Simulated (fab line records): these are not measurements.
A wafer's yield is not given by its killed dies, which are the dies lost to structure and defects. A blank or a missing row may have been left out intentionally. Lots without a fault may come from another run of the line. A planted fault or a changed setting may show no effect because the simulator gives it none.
Which tool was responsible?	flow n5 finfet	21 lots with 63 wafers sampled at 6 steps, on a route of 1938 steps

== WHAT THE GAUGES READ, wafer by wafer ==
No reading from a measuring or inspecting step in the record can be judged against a usual standard deviation.

== EACH LOT AND THE TOOL THAT RAN IT (in order: tool; ch and the chambers of the sampled wafers; start) ==
lot	N5_BEOL_M2_SPUTTER_81	N5_BEOL_M2_SPUTTER_90	N5_BEOL_M2_ANNEAL_95	N5_BEOL_M3_DESCUM_33	N5_BEOL_M3_ETCH_69	N5_BEOL_M3_PRE_CLEAN_45
L074	pvd sputter-01, day 7 13:25	pvd sputter-01, day 7 14:05	pvd sputter-01, day 7 14:36	rie diel-02 ch 0,1,3, day 7 18:19	rie diel-02 ch 0,1,3, day 7 18:22	pvd sputter-01, day 7 21:02
L075	pvd sputter-03, day 7 16:34	pvd sputter-03, day 7 17:14	pvd sputter-03, day 7 17:45	rie diel-06 ch 0,1, day 7 21:32	rie diel-06 ch 0,1, day 7 21:35	pvd sputter-03, day 8 10:01
L077	pvd sputter-01, day 7 19:24	pvd sputter-01, day 7 20:04	pvd sputter-01, day 7 20:35	rie diel-05 ch 0,2,3, day 8 01:38	rie diel-05 ch 0,2,3, day 8 01:41	pvd sputter-02, day 8 14:55
L076	pvd sputter-03, day 7 22:19	pvd sputter-03, day 7 22:58	pvd sputter-03, day 7 23:29	rie diel-05 ch 1,2,3, day 8 02:45	rie diel-05 ch 1,2,3, day 8 02:48	pvd sputter-01, day 8 15:38
L078	pvd sputter-03, day 8 02:19	pvd sputter-03, day 8 02:59	pvd sputter-03, day 8 03:30	rie diel-06 ch 0,2, day 8 07:53	rie diel-06 ch 0,2, day 8 07:56	pvd sputter-01, day 8 21:18
L079	pvd sputter-03, day 8 04:10	pvd sputter-03, day 8 04:49	pvd sputter-03, day 8 05:20	rie diel-02 ch 0,1,3, day 8 09:25	rie diel-02 ch 0,1,3, day 8 09:28	pvd sputter-01, day 8 21:30
L080	pvd sputter-02, day 8 07:29	pvd sputter-02, day 8 08:09	pvd sputter-02, day 8 08:40	rie diel-05 ch 0,1,2, day 8 11:41	rie diel-05 ch 0,1,2, day 8 11:44	pvd sputter-03, day 9 01:35
L081	pvd sputter-03, day 8 19:06	pvd sputter-03, day 8 19:46	pvd sputter-03, day 8 20:17	rie diel-06 ch 0,2,3, day 9 02:01	rie diel-06 ch 0,2,3, day 9 02:04	pvd sputter-03, day 9 10:32
L083	pvd sputter-01, day 9 03:06	pvd sputter-01, day 9 03:46	pvd sputter-01, day 9 04:17	rie diel-06 ch 1,2,3, day 9 08:47	rie diel-06 ch 1,2,3, day 9 08:50	pvd sputter-02, day 9 15:17
L082	pvd sputter-02, day 9 07:37	pvd sputter-02, day 9 08:17	pvd sputter-02, day 9 08:48	rie diel-05 ch 1,3, day 9 16:28	rie diel-05 ch 1,3, day 9 16:31	pvd sputter-03, day 10 05:12
L084	pvd sputter-01, day 10 08:10	pvd sputter-01, day 10 08:50	pvd sputter-01, day 10 09:21	rie diel-05 ch 0,1,2, day 10 14:25	rie diel-05 ch 0,1,2, day 10 14:28	pvd sputter-01, day 10 15:42
L085	pvd sputter-01, day 10 11:13	pvd sputter-01, day 10 11:52	pvd sputter-01, day 10 12:23	rie diel-05 ch 0,1,2, day 10 16:19	rie diel-05 ch 0,1,2, day 10 16:22	pvd sputter-03, day 10 20:11
L086	pvd sputter-02, day 10 12:55	pvd sputter-02, day 10 13:35	pvd sputter-02, day 10 14:06	rie diel-05 ch 0,3, day 10 17:40	rie diel-05 ch 0,3, day 10 17:43	pvd sputter-01, day 10 23:53
L088	pvd sputter-01, day 11 00:43	pvd sputter-01, day 11 01:23	pvd sputter-01, day 11 01:54	rie diel-02 ch 2,3, day 11 04:49	rie diel-02 ch 2,3, day 11 04:53	pvd sputter-03, day 11 10:41
L090	pvd sputter-02, day 11 00:58	pvd sputter-02, day 11 01:38	pvd sputter-02, day 11 02:09	rie diel-02 ch 1,2,3, day 11 05:00	rie diel-02 ch 1,2,3, day 11 05:03	pvd sputter-03, day 11 13:44
L092	pvd sputter-03, day 11 14:41	pvd sputter-03, day 11 15:20	pvd sputter-03, day 11 15:52	rie diel-05 ch 1,2,3, day 11 18:47	rie diel-05 ch 1,2,3, day 11 18:50	pvd sputter-02, day 11 21:20
L091	pvd sputter-03, day 11 18:10	pvd sputter-03, day 11 18:49	pvd sputter-03, day 11 19:20	rie diel-06 ch 0,1,2, day 11 22:57	rie diel-06 ch 0,1,2, day 11 23:00	pvd sputter-02, day 12 10:34
L093	pvd sputter-03, day 11 20:08	pvd sputter-03, day 11 20:48	pvd sputter-03, day 11 21:19	rie diel-06 ch 0,2, day 12 03:01	rie diel-06 ch 0,2, day 12 03:04	pvd sputter-01, day 12 19:59
L094	pvd sputter-03, day 12 00:26	pvd sputter-03, day 12 01:06	pvd sputter-03, day 12 01:37	rie diel-05 ch 0,1,3, day 12 05:28	rie diel-05 ch 0,1,3, day 12 05:31	pvd sputter-03, day 12 15:43
L095	pvd sputter-02, day 12 07:41	pvd sputter-02, day 12 08:20	pvd sputter-02, day 12 08:52	rie diel-05 ch 0,2,3, day 12 12:18	rie diel-05 ch 0,2,3, day 12 12:21	pvd sputter-02, day 12 23:06
L096	pvd sputter-02, day 12 16:40	pvd sputter-02, day 12 17:19	pvd sputter-02, day 12 17:50	rie diel-05 ch 0,1,3, day 12 21:08	rie diel-05 ch 0,1,3, day 12 21:11	pvd sputter-02, day 13 09:44
- N5_BEOL_M2_SPUTTER_81: material Cu, target thk 4.5 nm, time 8.29 s.
- N5_BEOL_M2_SPUTTER_90: material Cu, target thk 4.5 nm, time 8.29 s.
- N5_BEOL_M2_ANNEAL_95: time 240 s.
- N5_BEOL_M3_DESCUM_33: chemistry O2, time 7 s.
- N5_BEOL_M3_ETCH_69: etches SiARC in CF4, target depth 15.6 nm, time 26 s.
- N5_BEOL_M3_PRE_CLEAN_45: time 30 s.

== AS READ BY THE TOOLS THEMSELVES (means over the sampled wafers that have a number; for cases with no such wafer, the mark the record gives instead) ==
N5_BEOL_M2_SPUTTER_81. Usual: chuck sensor temp C -16.1 C, standard deviation 0.53; substrate temp c -20.00 C, standard deviation 0.11; susceptor temp C -20.01 C, standard deviation 0.11; throttle valve pct 30.1 %, standard deviation 1.1.
lot	tool	chuck sensor temp C (C)	substrate temp c (C)	susceptor temp C (C)	throttle valve pct (%)	flag
L074	pvd sputter-01	-15.9	-20.05	-20.13	29.8	
L075	pvd sputter-03	-15.9	-20.07	-19.90	29.8	
L077	pvd sputter-01	-16.0	-19.96	-20.02	29.8	
L076	pvd sputter-03	-15.9	-19.89	-19.93	29.9	
L078	pvd sputter-03	-15.9	-19.95	-19.92	30.0	
L079	pvd sputter-03	-16.4	-20.02	-19.93	30.3	
L080	pvd sputter-02	-16.6	-19.95	-19.99	30.6	
L081	pvd sputter-03	-16.0	-20.02	-19.92	30.5	
L083	pvd sputter-01	-16.1	-20.05	-20.10	30.3	
L082	pvd sputter-02	-16.3	-20.01	-20.04	31.0	
L084	pvd sputter-01	-16.2	-19.96	-20.06	31.3	
L085	pvd sputter-01	-15.9	-20.07	-20.04	30.6	
L086	pvd sputter-02	-16.2	-19.99	-19.95	29.1	
L088	pvd sputter-01	-16.1	-19.98	-20.01	30.5	
L090	pvd sputter-02	-16.7	-20.02	-20.10	29.6	
L092	pvd sputter-03	-16.0	-20.09	-19.98	30.1	
L091	pvd sputter-03	-15.6	-19.90	-20.03	29.9	
L093	pvd sputter-03	-15.9	-19.92	-20.05	31.2	
L094	pvd sputter-03	-16.1	-20.06	-19.98	29.9	
L095	pvd sputter-02	-16.7	-20.02	-20.08	30.2	
L096	pvd sputter-02	-16.9	-20.00	-20.04	29.1	

N5_BEOL_M2_SPUTTER_90. Usual: chuck sensor temp C -16.1 C, standard deviation 0.52; substrate temp c -19.99 C, standard deviation 0.11; susceptor temp C -20.00 C, standard deviation 0.11; throttle valve pct 30.1 %, standard deviation 1.1.
lot	tool	chuck sensor temp C (C)	substrate temp c (C)	susceptor temp C (C)	throttle valve pct (%)	flag
L074	pvd sputter-01	-16.0	-20.00	-20.10	29.7	
L075	pvd sputter-03	-15.9	-19.99	-19.98	30.1	
L077	pvd sputter-01	-16.0	-20.15	-19.91	29.7	
L076	pvd sputter-03	-15.9	-19.93	-19.97	29.9	
L078	pvd sputter-03	-16.0	-19.99	-19.98	29.9	
L079	pvd sputter-03	-16.3	-20.12	-20.10	30.4	
L080	pvd sputter-02	-16.6	-19.93	-20.01	30.4	
L081	pvd sputter-03	-15.9	-19.90	-20.03	30.5	
L083	pvd sputter-01	-16.1	-19.98	-20.11	30.4	
L082	pvd sputter-02	-16.1	-19.95	-19.93	31.0	
L084	pvd sputter-01	-16.1	-19.88	-20.12	31.1	
L085	pvd sputter-01	-15.9	-20.01	-20.01	30.7	
L086	pvd sputter-02	-16.2	-20.05	-20.03	29.2	
L088	pvd sputter-01	-16.2	-20.02	-20.07	30.5	
L090	pvd sputter-02	-16.6	-20.01	-19.97	29.5	
L092	pvd sputter-03	-16.0	-19.96	-19.96	30.1	
L091	pvd sputter-03	-15.5	-19.92	-20.06	29.8	
L093	pvd sputter-03	-16.0	-19.92	-19.97	31.0	
L094	pvd sputter-03	-16.1	-19.99	-19.91	30.0	
L095	pvd sputter-02	-16.6	-19.94	-20.15	30.3	
L096	pvd sputter-02	-17.1	-19.91	-19.92	29.2	

N5_BEOL_M2_ANNEAL_95. Usual: heater power w 822 W, standard deviation 95; susceptor temp C 400.00 C, standard deviation 0.19.
lot	tool	heater power w (W)	susceptor temp C (C)	flag
L074	pvd sputter-01	839	400.00	
L075	pvd sputter-03	875	400.04	
L077	pvd sputter-01	833	400.06	
L076	pvd sputter-03	878	400.10	
L078	pvd sputter-03	867	400.04	
L079	pvd sputter-03	845	399.95	
L080	pvd sputter-02	791	399.94	
L081	pvd sputter-03	826	399.96	
L083	pvd sputter-01	870	400.18	
L082	pvd sputter-02	873	400.10	
L084	pvd sputter-01	795	400.09	
L085	pvd sputter-01	756	400.16	
L086	pvd sputter-02	779	399.99	
L088	pvd sputter-01	865	400.24	
L090	pvd sputter-02	742	400.04	
L092	pvd sputter-03	873	399.93	
L091	pvd sputter-03	899	400.13	
L093	pvd sputter-03	857	399.92	
L094	pvd sputter-03	857	400.06	
L095	pvd sputter-02	733	399.93	
L096	pvd sputter-02	743	399.97	

N5_BEOL_M3_DESCUM_33. Usual: drypump motor current A 5.7 A, standard deviation 0.34; o2 flow sccm 225.0 sccm, standard deviation 0.8; oes product au 0.79 a.u., standard deviation 0.082; rf vpp V 242.9 V, standard deviation 1.5; showerhead plenum p Torr 2.08 Torr, standard deviation 0.081; throttle valve pct 20.45 %, standard deviation 0.26.
lot	tool	drypump motor current A (A)	o2 flow sccm (sccm)	oes product au (a.u.)	rf vpp V (V)	showerhead plenum p Torr (Torr)	throttle valve pct (%)	flag
L074	rie diel-02	5.7	224.8	0.76	244.0	2.15	20.58	
L075	rie diel-06	5.8	224.7	0.80	243.2	2.11	20.60	
L077	rie diel-05	5.9	225.2	0.79	243.5	2.10	20.26	
L076	rie diel-05	5.6	224.8	0.85	243.7	2.08	20.25	
L078	rie diel-06	5.9	225.4	0.75	242.1	2.07	20.68	
L079	rie diel-02	5.8	224.1	0.75	243.3	2.15	20.58	
L080	rie diel-05	5.8	225.4	0.78	243.4	2.09	20.31	
L081	rie diel-06	5.6	224.2	0.84	243.8	2.14	20.42	
L083	rie diel-06	5.7	224.9	0.81	242.8	2.06	20.57	
L082	rie diel-05	5.3	225.0	0.90	242.6	2.04	20.30	
L084	rie diel-05	5.8	224.9	0.76	243.7	2.09	20.33	
L085	rie diel-05	5.8	225.3	0.76	242.9	2.09	20.32	
L086	rie diel-05	6.0	225.3	0.78	242.3	2.07	20.34	
L088	rie diel-02	5.5	225.0	0.75	242.8	2.03	20.43	
L090	rie diel-02	5.8	224.8	0.76	243.1	2.10	20.58	
L092	rie diel-05	5.6	224.9	0.81	242.0	2.08	20.29	
L091	rie diel-06	5.9	225.1	0.74	243.1	2.04	20.76	
L093	rie diel-06	5.9	224.2	0.74	243.0	2.06	20.71	
L094	rie diel-05	5.7	225.5	0.82	242.0	2.05	20.34	
L095	rie diel-05	5.9	224.7	0.77	243.4	2.09	20.31	
L096	rie diel-05	5.6	225.0	0.81	242.4	2.05	20.36	

N5_BEOL_M3_ETCH_69. Usual: cf4 flow sccm 100.0 sccm (standard deviation 0.32); drypump motor current A 5.7 A (standard deviation 0.34); etch rf on time s 25.8 s (standard deviation 0.34); oes product au 0.68 a.u. (standard deviation 0.069); rf vpp V 184.0 V (standard deviation 1.4); showerhead plenum p Torr 2.13 Torr (standard deviation 0.081); throttle valve pct 15.65 % (standard deviation 0.24).
lot	tool	cf4 flow sccm (sccm)	drypump motor current A (A)	etch rf on time s (s)	oes product au (a.u.)	rf vpp V (V)	showerhead plenum p Torr (Torr)	throttle valve pct (%)	flag
L074	rie diel-02	99.7	5.7	26.3	0.64	184.7	2.20	15.77	
L075	rie diel-06	100.2	5.8	26.1	0.68	184.7	2.16	15.76	
L077	rie diel-05	99.8	5.9	25.7	0.68	183.9	2.16	15.49	
L076	rie diel-05	99.9	5.6	25.7	0.73	183.3	2.14	15.45	
L078	rie diel-06	99.9	5.8	26.2	0.64	184.4	2.12	15.84	
L079	rie diel-02	100.1	5.7	26.3	0.64	185.0	2.20	15.78	
L080	rie diel-05	99.9	5.8	25.6	0.66	184.6	2.15	15.54	
L081	rie diel-06	99.7	5.6	25.8	0.72	184.8	2.19	15.60	
L083	rie diel-06	100.2	5.7	25.8	0.70	182.8	2.11	15.74	
L082	rie diel-05	100.0	5.3	25.3	0.76	184.4	2.10	15.48	
L084	rie diel-05	100.1	5.8	25.9	0.64	183.3	2.15	15.56	
L085	rie diel-05	100.0	5.8	25.7	0.65	183.3	2.15	15.58	
L086	rie diel-05	100.1	6.0	25.7	0.67	184.5	2.13	15.57	
L088	rie diel-02	100.3	5.5	26.3	0.64	183.5	2.08	15.62	
L090	rie diel-02	99.8	5.8	25.9	0.65	184.5	2.14	15.76	
L092	rie diel-05	100.1	5.6	25.6	0.70	185.2	2.13	15.50	
L091	rie diel-06	99.9	5.9	26.1	0.64	183.0	2.09	15.91	
L093	rie diel-06	99.8	5.8	26.1	0.63	183.9	2.11	15.90	
L094	rie diel-05	99.9	5.6	25.6	0.70	183.1	2.11	15.56	
L095	rie diel-05	100.1	5.9	25.9	0.65	183.4	2.14	15.55	
L096	rie diel-05	100.0	5.7	25.7	0.69	183.4	2.11	15.58	

N5_BEOL_M3_PRE_CLEAN_45. Usual: heater power w 331 W, standard deviation 39; susceptor temp C 250.00 C, standard deviation 0.18.
lot	tool	heater power w (W)	susceptor temp C (C)	flag
L074	pvd sputter-01	304	249.96	
L075	pvd sputter-03	348	250.05	
L077	pvd sputter-02	335	250.03	
L076	pvd sputter-01	302	250.05	
L078	pvd sputter-01	334	249.95	
L079	pvd sputter-01	304	250.00	
L080	pvd sputter-03	337	250.10	
L081	pvd sputter-03	342	249.97	
L083	pvd sputter-02	330	250.08	
L082	pvd sputter-03	337	250.09	
L084	pvd sputter-01	352	249.92	
L085	pvd sputter-03	348	250.00	
L086	pvd sputter-01	377	250.00	
L088	pvd sputter-03	345	250.00	
L090	pvd sputter-03	343	250.10	
L092	pvd sputter-02	304	250.00	
L091	pvd sputter-02	304	250.08	
L093	pvd sputter-01	304	250.11	
L094	pvd sputter-03	338	250.08	
L095	pvd sputter-02	327	249.91	
L096	pvd sputter-02	335	250.05	

== THE ANSWER, worked out from the rows above alone ==
Rule: lot off if the mean of its wafers having a number is beyond 3 standard deviations from the usual mean. Also off: a lot with no number at a reading for which 4 or more lots have one. Any other lot the step has rows for is counted as sound. Order of review: gauges by route order, followed by the tools' own readings, for which a lot's mean as printed above is used. The first step at which some lot is off is used, and at that step the reading that is off furthest; a lot without a number counts as furthest.
Nothing can be told from this: no lot is off at any reading shown.

== WHAT WAS PUT IN BY THE SIMULATOR ==
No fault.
